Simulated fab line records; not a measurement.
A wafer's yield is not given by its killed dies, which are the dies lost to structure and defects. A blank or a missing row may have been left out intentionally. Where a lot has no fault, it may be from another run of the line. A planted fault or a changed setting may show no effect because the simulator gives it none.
fab line records	flow nandHarc
record lots=12	wafers=36	lastDay=33
route steps=1302 shown P_M0@273 P_M1@300 END@1302
lots with no fault: from the same line, run without faults
startH: start of the lot's first displayed wafer, in hours after the record's first day	waitH: hours since the lot's step before	" identical to the entry in the row above	L1.1+2: several wafers, shown together as one row	- value missing, or start not given	* or withheld: withheld	< > ~ a bound
route shown NAME@n: NAME is a module with steps in the file, n the number in the route of the first one	usual: the fault-free wafers' mean and standard deviation	same: alike in all rows	chamber/n: place in a boat	sites: the reading at each site	_std_site: the standard deviation of these	_edge_site: outer sites' mean less inner sites'	radiusMm: how far each site lies from the wafer's centre	mask NAME#n: copy n	behind: the tool/chamber that last shaped the wafer	hold: why the lot was held/for how many hours/how that ended	device: whichever transistor did not switch (one of n, p or np)	end of line: the same wafers' tests at the end of the route	a step without rows: its recipe alone	killed: the dies lost at the first sort to structure and to defects; this is not the yield of the wafer	map: per-die view of a wafer (x killed, . not killed, _ where there is no die)
set.NAME: the setting as run; set.NAME@STEP: as run at that earlier step	model.NAME: the simulator's own value behind a step, which no gauge read
a sample of lots followed through the steps of the route, with each step as a table and each wafer as a row
services: from which hour (startH, from the record's first day; less than 0 if before it) a tool's chamber was out of use, for how many hours, and why
## steps
# step NHARC_P_M0_PRE_CLEAN_29
# recipe timeS=30	tempC=280	gas=H2/He
# usual heaterPowerW=388/25
lot.wafer	tool	chamber	startH	waitH	heaterPowerW
L713.4	pvdSputter-03	-	160.17	-	406
L713.5	"	-	"	"	403
L713.6	"	-	"	"	390
L714.1	pvdSputter-03	-	162.31	-	409
L714.3	"	-	"	"	392
L714.6	"	-	"	"	406
L715.3	pvdSputter-02	-	175.28	-	378
L715.4	"	-	"	"	361
L715.5	"	-	"	"	374
L717.1	pvdSputter-03	-	191.13	-	378
L717.4	"	-	"	"	455
L717.6	"	-	"	"	367
L716.4	pvdSputter-01	-	192.55	-	383
L716.3	"	-	"	"	353
L716.5	"	-	"	"	382
L718.1	pvdSputter-01	-	204.06	-	395
L718.3	"	-	"	"	362
L718.5	"	-	"	"	383
L719.1	pvdSputter-02	-	220.54	-	380
L719.2	"	-	"	"	378
L719.6	"	-	"	"	376
L720.1	pvdSputter-02	-	229.05	-	370
L720.6	"	-	"	"	380
L720.5	"	-	"	"	360
L724.3	pvdSputter-02	-	268.92	-	377
L724.1	"	-	"	"	373
L724.6	"	-	"	"	376
L731.3	pvdSputter-02	-	334.71	-	392
L731.5	"	-	"	"	402
L731.6	"	-	"	"	372
L732.1	pvdSputter-03	-	343.15	-	379
L732.2	"	-	"	"	472
L732.5	"	-	"	"	413
L733.3	pvdSputter-01	-	349.59	-	397
L733.4	"	-	"	"	406
L733.5	"	-	"	"	392
# step NHARC_P_M0_PVD_21
# recipe targetThkA=300	chamberPressurePa=5	powerW=5000	substrateTempC=30	timeS=20.49	material=Cu
# usual throttleValvePct=29.7/0.94
lot.wafer	tool	chamber	startH	waitH	throttleValvePct
L713.4	pvdSputter-03	-	-	-	29.4
L713.5	"	-	"	"	30.0
L713.6	"	-	"	"	29.3
L714.1	pvdSputter-03	-	-	-	30.3
L714.3	"	-	"	"	29.4
L714.6	"	-	"	"	30.3
L715.3	pvdSputter-02	-	-	-	29.5
L715.4	"	-	"	"	28.8
L715.5	"	-	"	"	29.0
L717.4	pvdSputter-03	-	-	-	30.3
L717.1	"	-	"	"	30.8
L717.6	"	-	"	"	29.2
L716.3	pvdSputter-01	-	-	-	28.9
L716.4	"	-	"	"	32.1
L716.5	"	-	"	"	28.9
L718.3	pvdSputter-01	-	-	-	30.3
L718.1	"	-	"	"	28.9
L718.5	"	-	"	"	31.9
L719.2	pvdSputter-02	-	-	-	29.5
L719.1	"	-	"	"	29.0
L719.6	"	-	"	"	29.5
L720.1	pvdSputter-02	-	-	-	30.2
L720.6	"	-	"	"	29.1
L720.5	"	-	"	"	29.5
L724.1	pvdSputter-02	-	-	-	28.9
L724.3	"	-	"	"	29.4
L724.6	"	-	"	"	30.4
L731.3	pvdSputter-02	-	-	-	30.7
L731.5	"	-	"	"	29.0
L731.6	"	-	"	"	29.8
L732.2	pvdSputter-03	-	-	-	30.7
L732.1	"	-	"	"	30.0
L732.5	"	-	"	"	30.3
L733.4	pvdSputter-01	-	-	-	32.0
L733.3	"	-	"	"	29.1
L733.5	"	-	"	"	29.1
# step NHARC_P_M0_THK_MEAS_24
# recipe thkMeasGauge=xrf
# usual thkNm=117.2/1.8
lot.wafer	tool	chamber	startH	waitH	thkNm
L713.4	filmMetro-02	-	161.82	-	117.5
L713.5	"	-	"	"	116.9
L713.6	"	-	"	"	119.1
L714.1	filmMetro-01	-	163.76	-	121.5
L714.3	"	-	"	"	118.9
L714.6	"	-	"	"	118.1
L715.3	filmMetro-01	-	176.68	-	119.6
L715.4	"	-	"	"	116.2
L715.5	"	-	"	"	118.9
L717.1	filmMetro-02	-	192.47	-	115.1
L717.4	"	-	"	"	116.1
L717.6	"	-	"	"	117.1
L716.3	filmMetro-02	-	193.89	-	115.0
L716.4	"	-	"	"	119.6
L716.5	"	-	"	"	116.1
L718.1	filmMetro-01	-	205.39	-	118.5
L718.3	"	-	"	"	117.7
L718.5	"	-	"	"	120.4
L719.1	filmMetro-02	-	222.00	-	117.7
L719.2	"	-	"	"	116.3
L719.6	"	-	"	"	115.0
L720.1	filmMetro-02	-	230.40	-	116.7
L720.5	"	-	"	"	116.9
L720.6	"	-	"	"	115.1
L724.1	filmMetro-02	-	270.29	-	117.3
L724.3	"	-	"	"	116.0
L724.6	"	-	"	"	117.6
L731.3	filmMetro-02	-	336.04	-	117.7
L731.5	"	-	"	"	121.4
L731.6	"	-	"	"	115.1
L732.1	filmMetro-02	-	344.66	-	120.2
L732.2	"	-	"	"	119.2
L732.5	"	-	"	"	117.3
L733.3	filmMetro-02	-	350.92	-	118.3
L733.4	"	-	"	"	113.7
L733.5	"	-	"	"	116.9
# step NHARC_P_M1_ETCH_15
# recipe targetDepthA=1825	timeS=91.2	c4f8FlowSccm=withheld	arFlowSccm=400	rfW=600	biasW=300	chemistry=C4F8/Ar
# usual oesProductAu=0.964/0.021	rfFwdPowerW=595.5/2.2	rfVppV=440.6/2.3
lot.wafer	tool	chamber	startH	waitH	oesProductAu	rfFwdPowerW	rfHoursCounterH	rfVppV
L713.4	rieDiel-04	1	-	-	0.974	597.8	11	443.8
L713.6	"	1	"	"	0.981	596.0	-	442.2
L713.5	"	2	"	"	0.954	595.9	-	441.1
L714.3	rieDiel-10	3	-	-	0.981	592.5	5	439.4
L714.1	"	0	"	"	0.955	595.4	4	440.3
L714.6	"	1	"	"	0.980	594.8	-	439.8
L715.4	rieDiel-03	0	-	-	0.984	598.7	20	437.4
L715.3	"	1	"	"	0.965	595.9	19	442.2
L715.5	"	0	"	"	0.991	595.8	-	437.5
L717.1	rieDiel-04	2	-	-	0.959	596.3	1	443.5
L717.4	"	3	"	"	1.000	596.4	0	438.8
L717.6	"	3	"	"	0.993	595.2	-	437.2
L716.4	rieDiel-10	1	-	-	0.934	591.1	6	439.6
L716.3	"	2	"	"	0.926	599.0	6	446.0
L716.5	"	0	"	"	0.927	596.2	-	440.8
L718.1	rieDiel-10	3	-	-	0.979	592.8	7	439.7
L718.3	"	0	"	"	0.959	593.4	6	440.4
L718.5	"	0	"	"	0.967	594.2	-	440.8
L719.1	rieDiel-03	0	-	-	0.976	597.0	36	436.8
L719.2	"	2	"	"	0.975	599.8	34	438.6
L719.6	"	0	"	"	0.973	595.2	-	436.0
L720.1	rieDiel-10	2	-	-	0.961	595.5	9	445.3
L720.5	"	0	"	"	0.956	594.0	-	439.3
L720.6	"	1	"	"	0.982	594.8	-	439.9
L724.1	rieDiel-04	0	-	-	0.967	596.9	7	441.8
L724.3	"	2	"	"	0.965	596.4	7	441.0
L724.6	"	3	"	"	0.998	593.1	-	437.5
L731.3	rieDiel-04	0	-	-	0.965	598.8	12	438.9
L731.6	"	3	"	"	0.973	596.8	-	438.5
L731.5	"	0	"	"	0.960	597.9	-	440.0
L732.2	rieDiel-04	0	-	-	0.982	594.1	13	440.7
L732.1	"	2	"	"	0.953	598.5	15	439.6
L732.5	"	3	"	"	0.989	591.4	-	437.7
L733.3	rieDiel-03	0	-	-	0.974	594.9	24	437.3
L733.4	"	1	"	"	0.993	596.6	17	442.0
L733.5	"	3	"	"	0.971	594.1	-	439.4
# step NHARC_END_SORT_01
# recipe tempC=25
# usual defectLimitedYield=91/3.1	killedAtArray=54/21	killedAtOther=0.9/1.1	killedAtPeriphery=3.5/2.5	killedDies=58/21	killedOpen=3.3/1.9	killedShort=2.6/1.8	sort_bin_2_pct=3.0/1.4	sort_bin_3_pct=0.6/0.41	sort_bin_4_pct=4.9/1.7	sortNPass=619/21	sortRimYieldPct=92/4	sortYieldPct=91/3.1
# same grossDies=677	sort_bin_5_pct[%]=0	sort_bin_6_pct[%]=0	sort_bin_7_pct[%]=0	sort_bin_8_pct[%]=0	sortRimNGross=106.00
lot.wafer	tool	chamber	startH	waitH	defectLimitedYield[%]	killedAtArray	killedAtOther	killedAtPeriphery	killedDies	killedOpen	killedShort	sort_bin_2_pct[%]	sort_bin_3_pct[%]	sort_bin_4_pct[%]	sortNPass	sortRimYieldPct[%]	sortYieldPct[%]
L719.1	prober-02	0	659.93	2.5	92	55	0	1	56	5	2	3.1	0.3	4.9	621	98	92
L719.2	prober-02	0	660.73	2.8	93	49	0	1	50	3	3	2.4	0.7	4.3	627	92	93
L719.6	prober-02	0	663.92	4.0	92	55	0	2	57	6	3	3.5	0.4	4.4	620	93	92
L720.1	prober-01	0	674.43	2.5	92	46	0	5	51	3	1	2.5	0.3	4.7	626	95	92
L720.5	prober-01	0	677.66	3.7	94	37	0	4	41	1	2	2.4	0.6	3.1	636	95	94
L720.6	prober-01	0	678.46	4.0	93	42	0	5	47	5	2	2.4	0.3	4.3	630	98	93
L724.1	prober-02	0	705.47	2.5	88	58	2	22	82	3	6	4.9	1.2	6.1	595	87	88
L724.3	prober-02	0	707.06	3.1	89	47	2	23	72	2	3	2.2	0.9	7.5	605	97	89
L724.6	prober-02	0	709.44	4.0	89	53	0	21	74	5	7	4.7	0.4	5.8	603	96	89
L733.3	prober-02	0	796.07	3.1	94	35	2	1	38	5	5	2.8	0.4	2.4	639	92	94
L733.4	prober-02	0	796.88	3.4	92	51	1	5	57	6	4	2.4	0.6	5.5	620	97	92
L733.5	prober-02	0	797.68	3.7	94	41	0	1	42	2	4	1.8	0.3	4.1	635	89	94
# killed by level:class
L719.1 A_CHANNEL_HOLE_D1:chamberFilmFlake=30 A_CHANNEL_HOLE_D2:chamberFilmFlake=11 A_SLIT:chamberFilmFlake=3 A_STAIRCASE:chamberFilmFlake=2 A_BLC:chamberFilmFlake=2 P_M2:geometricParticle:short=1 A_ONON_D1:geometricParticle:short=1 A_ONON_D1:geometricParticle:open=1
L719.2 A_CHANNEL_HOLE_D1:chamberFilmFlake=28 A_CHANNEL_HOLE_D2:chamberFilmFlake=9 A_STAIRCASE:chamberFilmFlake=2 A_BLC:chamberFilmFlake=2 P_STI:geometricParticle:short=1 A_SOURCE_PLATE:geometricParticle:short=1 A_CHANNEL_FILL_D1:geometricParticle:short=1 A_CHANNEL_FILL_D1:geometricParticle:open=1
L719.6 A_CHANNEL_HOLE_D1:chamberFilmFlake=31 A_CHANNEL_HOLE_D2:chamberFilmFlake=9 A_ONON_D1:geometricParticle:open=2 A_CHANNEL_HOLE_D1:geometricParticle:short=2 A_CHANNEL_FILL_D1:chamberFilmFlake=2 A_STAIRCASE:chamberFilmFlake=2 P_CONTACT:geometricParticle:open=1 A_CHANNEL_HOLE_D1:geometricParticle:open=1
L720.1 A_CHANNEL_HOLE_D1:chamberFilmFlake=33 A_CONTACT:chamberFilmFlake=5 P_ZERO_WELL:chamberFilmFlake=2 A_STAIRCASE:chamberFilmFlake=2 P_GATE:geometricParticle:open=1 P_M1:geometricParticle:open=1 A_CHANNEL_FILL_D2:geometricParticle:open=1 A_WL_FILL:geometricParticle:short=1
L720.5 A_CHANNEL_HOLE_D1:chamberFilmFlake=21 A_CONTACT:chamberFilmFlake=6 A_SLIT:chamberFilmFlake=5 A_CHANNEL_FILL_D2:chamberFilmFlake=3 P_CONTACT:geometricParticle:short=1 P_M0:geometricParticle:open=1 A_STAIRCASE:geometricParticle:short=1 P_ZERO_WELL:chamberFilmFlake=1
L720.6 A_CHANNEL_HOLE_D1:chamberFilmFlake=29 A_SLIT:chamberFilmFlake=3 A_WL_FILL:chamberFilmFlake=3 A_STAIRCASE:chamberFilmFlake=2 P_M0:geometricParticle:open=1 P_M1:geometricParticle:short=1 P_M1:geometricParticle:open=1 A_ONON_D1:geometricParticle:short=1
L724.1 A_CHANNEL_HOLE_D1:chamberFilmFlake=32 P_M0:unspecified=20 A_SLIT:chamberFilmFlake=6 A_CONTACT:chamberFilmFlake=6 A_CHANNEL_FILL_D1:geometricParticle:short=2 A_STAIRCASE:chamberFilmFlake=2 A_WL_FILL:chamberFilmFlake=2 THIN_TSV:chamberFilmFlake=2
L724.3 A_CHANNEL_HOLE_D1:chamberFilmFlake=32 P_M0:unspecified=20 A_STAIRCASE:chamberFilmFlake=4 A_SLIT:chamberFilmFlake=3 A_CHANNEL_FILL_D2:chamberFilmFlake=2 A_CONTACT:chamberFilmFlake=2 P_CONTACT:geometricParticle:short=1 P_CONTACT:geometricParticle:open=1
L724.6 A_CHANNEL_HOLE_D1:chamberFilmFlake=27 P_M0:unspecified=18 A_SLIT:chamberFilmFlake=6 A_CONTACT:chamberFilmFlake=4 A_DECK1_JOINT:chamberFilmFlake=3 P_CONTACT:geometricParticle:short=2 A_SOURCE_PLATE:geometricParticle:short=2 A_SGD_CUT:geometricParticle:open=2
L733.3 A_SLIT:chamberFilmFlake=15 A_STAIRCASE:chamberFilmFlake=5 A_CONTACT:chamberFilmFlake=5 P_STI:geometricParticle:open=1 A_ONON_D1:geometricParticle:open=1 A_ONON_D1:geometricParticle:short=1 A_CHANNEL_FILL_D1:geometricParticle:short=1 A_DECK1_JOINT:geometricParticle:short=1
L733.4 A_SLIT:chamberFilmFlake=26 A_CONTACT:chamberFilmFlake=10 A_CHANNEL_HOLE_D2:chamberFilmFlake=4 P_M0:geometricParticle:short=2 A_WL_FILL:geometricParticle:open=2 A_STAIRCASE:chamberFilmFlake=2 P_STI:geometricParticle:open=1 A_ONON_D2:geometricParticle:open=1
L733.5 A_SLIT:chamberFilmFlake=22 A_STAIRCASE:chamberFilmFlake=6 A_CONTACT:chamberFilmFlake=4 A_ONON_D2:geometricParticle:short=2 A_DECK1_JOINT:chamberFilmFlake=2 P_M2:geometricParticle:short=1 A_CHANNEL_FILL_D1:geometricParticle:open=1 A_ONON_D2:geometricParticle:open=1
## services
tool	chamber	startH	hours	kind
rieDiel-10	0	138.63	11.2	repair
rieDiel-03	2	149.37	1.2	repair
rieDiel-04	1	151.69	5.0	repair
rieDiel-03	1	155.07	6.3	repair
pvdSputter-03	-	170.00	10.0	pm
rieDiel-10	0	176.80	1.6	repair
rieDiel-04	-	177.90	9.0	pm
pvdSputter-01	-	195.98	1.2	repair
pvdSputter-03	-	216.32	96.8	repair
pvdSputter-01	-	217.55	24.7	repair
rieDiel-10	0	226.27	3.3	repair
pvdSputter-02	-	234.56	4.7	repair
pvdSputter-01	-	242.28	10.0	pm
rieDiel-10	-	242.50	9.0	pm
pvdSputter-01	-	259.55	15.2	repair
rieDiel-10	2	266.17	1.5	repair
pvdSputter-02	-	282.00	10.0	pm
rieDiel-04	0	282.03	9.4	repair
rieDiel-03	-	284.71	9.0	pm
rieDiel-04	-	299.06	0.3	repair
rieDiel-03	1	336.74	2.4	repair
rieDiel-03	-	339.64	0.6	repair
rieDiel-10	1	343.59	8.2	repair
pvdSputter-03	-	348.00	10.0	pm
## key
firstSign step=NHARC_END_SORT_01	reading=killedAtPeriphery	direction=up	sigmas=7.3	usual=3.5	struck=22
effect none on later readings
metAt NHARC_P_M0_PRE_CLEAN_29
struckLots L724
notActingAt NHARC_P_M0_PVD_21,NHARC_P_M0_THK_MEAS_24,NHARC_P_M1_ETCH_15
onsetBetween 229.05 268.92
fault kind=chamberParticleSource	tool=pvdSputter-02	chamber=-	onsetH=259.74	steps=NHARC_P_M0_PRE_CLEAN_29	ratePerVisitCm2=0.054963	endH=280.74
